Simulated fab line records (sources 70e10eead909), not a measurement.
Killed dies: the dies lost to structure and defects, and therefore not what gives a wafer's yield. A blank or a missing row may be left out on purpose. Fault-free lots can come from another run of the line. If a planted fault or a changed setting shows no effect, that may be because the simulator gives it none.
fab line records -- flow nand_harc
record: lots: 6, wafers: 18, last_day: 33
route steps=1302 shown A_SOURCE_PLATE@416 A_ONON_D1@424
lots with no fault: from the same line, run without faults
start_h: the number of hours between the record's first day and the start of the first shown wafer of the lot -- wait_h: how many hours have passed since the lot's step before this one -- " unchanged from the row above -- L1.1+2: a row that stands for several wafers -- - value missing, or start not given -- * or withheld: withheld -- < > ~ a bound
route shown NAME@n: a module of which the file shows steps, and the number in the route of the first -- usual: mean and standard deviation over wafers with no fault -- same: alike in all rows -- chamber/n: place in a boat -- sites: per-site readings -- _std_site: standard deviation across them -- _edge_site: mean of outer sites minus mean of inner sites -- radius_mm: how far each site lies from the wafer's centre -- mask NAME#n: copy n -- behind: tool/chamber where the wafer was last shaped -- hold: why the lot went on hold/how many hours it stayed there/how the hold came to an end -- device: whichever transistor did not switch (one of n, p or np) -- end of line: the tests these same wafers got at the end of their route -- for a step that has no rows: nothing shown but its recipe -- killed: at the first sort, the dies lost to defects and structure; wafer yield is something else -- map: shows each die of a wafer: x if killed, . if not, _ if none is there
set.NAME: setting as actually run; set.NAME@STEP: the setting as run at that earlier step -- model.NAME: the simulator's own value behind a step, which no gauge read
a table for each step, a row for each wafer; lots at some steps of the route
services: from which hour (start_h, from the record's first day; less than 0 if before it) a tool's chamber was out of use, for how many hours, and why
== steps ==
step: NHARC_A_SOURCE_PLATE_THK_MEAS_09
recipe: thk_meas_gauge: ellipsometry
usual: thk_nm: 9.8/1
lot.wafer,tool,chamber,start_h,wait_h,thk_nm
L492.1,film_metro-02,-,157.32,0.4,10.4
L492.3,film_metro-02,-,157.32,0.4,11.9
L492.4,film_metro-02,-,157.32,0.4,9.5
L503.1,film_metro-01,-,268.51,0.4,8.6
L503.4,film_metro-01,-,268.51,0.4,9.7
L503.6,film_metro-01,-,268.51,0.4,9.9
L505.2,film_metro-01,-,299.44,0.4,9.7
L505.5,film_metro-01,-,299.44,0.4,9.4
L505.6,film_metro-01,-,299.44,0.4,8.8
L504.1,film_metro-01,-,299.45,0.4,9.6
L504.2,film_metro-01,-,299.45,0.4,10.6
L504.6,film_metro-01,-,299.45,0.4,8.7
L513.1,film_metro-02,-,373.03,0.4,10.7
L513.2,film_metro-02,-,373.03,0.4,10.7
L513.3,film_metro-02,-,373.03,0.4,10.3
L514.1,film_metro-01,-,383.93,0.4,7.7
L514.2,film_metro-01,-,383.93,0.4,8.4
L514.6,film_metro-01,-,383.93,0.4,10.2
step: NHARC_A_SOURCE_PLATE_PVD_04
recipe: target_thk_a: 500, material: WSi2
step: NHARC_A_SOURCE_PLATE_CVD_03
recipe: target_thk_a: 2000, temp_c: 620, pressure_mtorr: 200, time_s: 4000, material: poly-Si
step: NHARC_A_SOURCE_PLATE_ANNEAL_05
recipe: temp_c: 850, time_s: 1800
step: NHARC_A_SOURCE_PLATE_THK_MEAS_06
recipe: thk_meas_gauge: ellipsometry
usual: thk_nm: 200.0/2.1
lot.wafer,tool,chamber,start_h,wait_h,thk_nm
L492.1,film_metro-02,-,171.89,0.4,195.0
L492.3,film_metro-02,-,171.89,0.4,197.0
L492.4,film_metro-02,-,171.89,0.4,195.5
L503.1,film_metro-01,-,284.18,0.4,201.0
L503.4,film_metro-01,-,284.18,0.4,203.6
L503.6,film_metro-01,-,284.18,0.4,201.6
L504.1,film_metro-01,-,312.39,0.4,197.9
L504.2,film_metro-01,-,312.39,0.4,198.7
L504.6,film_metro-01,-,312.39,0.4,197.7
L505.2,film_metro-02,-,312.39,0.4,199.0
L505.5,film_metro-02,-,312.39,0.4,198.1
L505.6,film_metro-02,-,312.39,0.4,199.6
L513.1,film_metro-01,-,385.76,0.4,199.3
L513.2,film_metro-01,-,385.76,0.4,199.5
L513.3,film_metro-01,-,385.76,0.4,198.4
L514.1,film_metro-02,-,396.44,0.4,200.5
L514.2,film_metro-02,-,396.44,0.4,199.8
L514.6,film_metro-02,-,396.44,0.4,197.9
step: NHARC_A_SOURCE_PLATE_INSPECT_08
usual: raw_defect_count: 57/23
lot.wafer,tool,chamber,start_h,wait_h,raw_defect_count
L492.1,defect_inspect-01,-,171.96,0.0,78
L492.3,defect_inspect-01,-,171.96,0.0,111
L492.4,defect_inspect-01,-,171.96,0.0,27
L503.1,defect_inspect-02,-,284.26,0.0,57
L503.4,defect_inspect-02,-,284.26,0.0,70
L503.6,defect_inspect-02,-,284.26,0.0,58
L504.1,defect_inspect-01,-,312.45,0.0,58
L504.2,defect_inspect-01,-,312.45,0.0,43
L504.6,defect_inspect-01,-,312.45,0.0,80
L505.2,defect_inspect-01,-,312.48,0.0,74
L505.5,defect_inspect-01,-,312.48,0.0,83
L505.6,defect_inspect-01,-,312.48,0.0,62
L513.1,defect_inspect-02,-,385.82,0.0,49
L513.2,defect_inspect-02,-,385.82,0.0,29
L513.3,defect_inspect-02,-,385.82,0.0,47
L514.1,defect_inspect-02,-,396.50,0.0,51
L514.2,defect_inspect-02,-,396.50,0.0,30
L514.6,defect_inspect-02,-,396.50,0.0,38
step: NHARC_A_ONON_D1_DEP_00
recipe: target_thk_a: 10000, n2_flow_sccm: 2750, n2o_flow_sccm: 2000, nh3_flow_sccm: 500, sih4_flow_sccm: 210, temp_c: 400
step: NHARC_A_ONON_D1_THK_MEAS_02
recipe: thk_meas_gauge: ellipsometry
usual: thk_nm: 1001/8.3
lot.wafer,tool,chamber,start_h,wait_h,thk_nm
L492.1,film_metro-02,-,172.53,-,1000
L492.3,film_metro-02,-,172.53,-,1001
L492.4,film_metro-02,-,172.53,-,1001
L503.1,film_metro-02,-,284.84,-,1007
L503.4,film_metro-02,-,284.84,-,1007
L503.6,film_metro-02,-,284.84,-,1005
L504.1,film_metro-01,-,313.02,-,999
L504.2,film_metro-01,-,313.02,-,997
L504.6,film_metro-01,-,313.02,-,998
L505.2,film_metro-01,-,313.37,-,999
L505.5,film_metro-01,-,313.37,-,997
L505.6,film_metro-01,-,313.37,-,997
L513.1,film_metro-01,-,386.40,-,997
L513.2,film_metro-01,-,386.40,-,997
L513.3,film_metro-01,-,386.40,-,997
L514.1,film_metro-02,-,397.08,-,994
L514.2,film_metro-02,-,397.08,-,996
L514.6,film_metro-02,-,397.08,-,996
step: NHARC_A_ONON_D1_DEP_03
recipe: target_thk_a: 10000, n2_flow_sccm: 2750, n2o_flow_sccm: 2000, nh3_flow_sccm: 500, sih4_flow_sccm: 210, temp_c: 400
step: NHARC_A_ONON_D1_THK_MEAS_05
recipe: thk_meas_gauge: ellipsometry
usual: thk_nm: 999/11
lot.wafer,tool,chamber,start_h,wait_h,thk_nm
L492.1,film_metro-01,-,173.10,-,1001
L492.3,film_metro-01,-,173.10,-,1004
L492.4,film_metro-01,-,173.10,-,1004
L503.1,film_metro-02,-,285.40,-,997
L503.4,film_metro-02,-,285.40,-,996
L503.6,film_metro-02,-,285.40,-,998
L504.1,film_metro-01,-,313.59,-,1001
L504.2,film_metro-01,-,313.59,-,1001
L504.6,film_metro-01,-,313.59,-,999
L505.2,film_metro-01,-,313.94,-,1002
L505.5,film_metro-01,-,313.94,-,1003
L505.6,film_metro-01,-,313.94,-,1002
L513.1,film_metro-01,-,386.96,-,998
L513.2,film_metro-01,-,386.96,-,1000
L513.3,film_metro-01,-,386.96,-,999
L514.1,film_metro-02,-,397.64,-,989
L514.2,film_metro-02,-,397.64,-,990
L514.6,film_metro-02,-,397.64,-,988
step: NHARC_A_ONON_D1_DEP_06
recipe: target_thk_a: 10000, n2_flow_sccm: 2750, n2o_flow_sccm: 2000, nh3_flow_sccm: 500, sih4_flow_sccm: 210, temp_c: 400
lot.wafer,tool,chamber,start_h,wait_h
L492.1+3+4,pecvd_onon-02,0,173.15,0.1
L503.1+4+6,pecvd_onon-04,0,285.46,0.1
L504.1+2+6,pecvd_onon-02,0,313.64,0.1
L505.2+5+6,pecvd_onon-02,0,314.06,0.1
L513.1+2+3,pecvd_onon-04,0,387.02,0.1
L514.1+2+6,pecvd_onon-04,0,397.70,0.1
step: NHARC_A_ONON_D1_THK_MEAS_08
recipe: thk_meas_gauge: ellipsometry
usual: thk_nm: 1003/10
lot.wafer,tool,chamber,start_h,wait_h,hold,thk_nm
L492.1,film_metro-01,-,173.66,-,-,1018
L492.3,film_metro-01,-,173.66,-,-,1019
L492.4,film_metro-01,-,173.66,-,-,1021
L503.1,film_metro-02,-,285.97,-,-,1012
L503.4,film_metro-02,-,285.97,-,-,1012
L503.6,film_metro-02,-,285.97,-,-,1011
L504.1,film_metro-02,-,314.16,-,await_dispo/0.2h/release,932
L504.2,film_metro-02,-,314.16,-,await_dispo/0.2h/release,934
L504.6,film_metro-02,-,314.16,-,await_dispo/0.2h/release,933
L504.1,film_metro-02,-,314.33,0.2,-,932
L504.2,film_metro-02,-,314.33,0.2,-,935
L504.6,film_metro-02,-,314.33,0.2,-,934
L505.2,film_metro-02,-,314.51,-,await_dispo/0.2h/release,931
L505.5,film_metro-02,-,314.51,-,await_dispo/0.2h/release,933
L505.6,film_metro-02,-,314.51,-,await_dispo/0.2h/release,933
L505.2,film_metro-02,-,314.68,0.2,-,931
L505.5,film_metro-02,-,314.68,0.2,-,931
L505.6,film_metro-02,-,314.68,0.2,-,932
L513.1,film_metro-01,-,387.52,-,-,1004
L513.2,film_metro-01,-,387.52,-,-,1003
L513.3,film_metro-01,-,387.52,-,-,1003
L514.1,film_metro-02,-,398.20,-,-,1012
L514.2,film_metro-02,-,398.20,-,-,1011
L514.6,film_metro-02,-,398.20,-,-,1011
== services ==
tool,chamber,start_h,hours,kind
pecvd_onon-02,-,185.00,13.0,pm
pecvd_onon-04,-,311.00,13.0,pm
pecvd_onon-02,-,366.17,13.0,pm
== key ==
first_sign: step: NHARC_A_ONON_D1_THK_MEAS_08, reading: visit, direction: added
effect: step: NHARC_A_ONON_D1_THK_MEAS_08, reading: thk_nm, direction: down, sigmas: 7, usual: 1003, struck: 933
met_at NHARC_A_ONON_D1_DEP_06
struck_wafers L504.1,L504.2,L504.6,L505.2,L505.5,L505.6
sort_left_out L504.1,L504.2,L504.6,L505.2,L505.5,L505.6
tester_left_out L504,L505
fault: kind: process_parameter_drift, tool: pecvd_onon-02, chamber: -, onset_h: 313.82, steps: NHARC_A_ONON_D1_DEP_06, channel: target_thk_a, offset: *, shape: step, end_h: 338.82, acts_in: *, stated: *
tester_left_out: of these lots the tester's yield and bins aren't shown, on N5 and GAA mostly nor the transistor test; their killed dies are dies lost to structure and defects alone, not to doping, threshold or leakage, so they don't give the yield
sort_left_out: the simulated sort isn't trusted on such a fault, so these wafers' sort isn't shown, and their yield isn't known
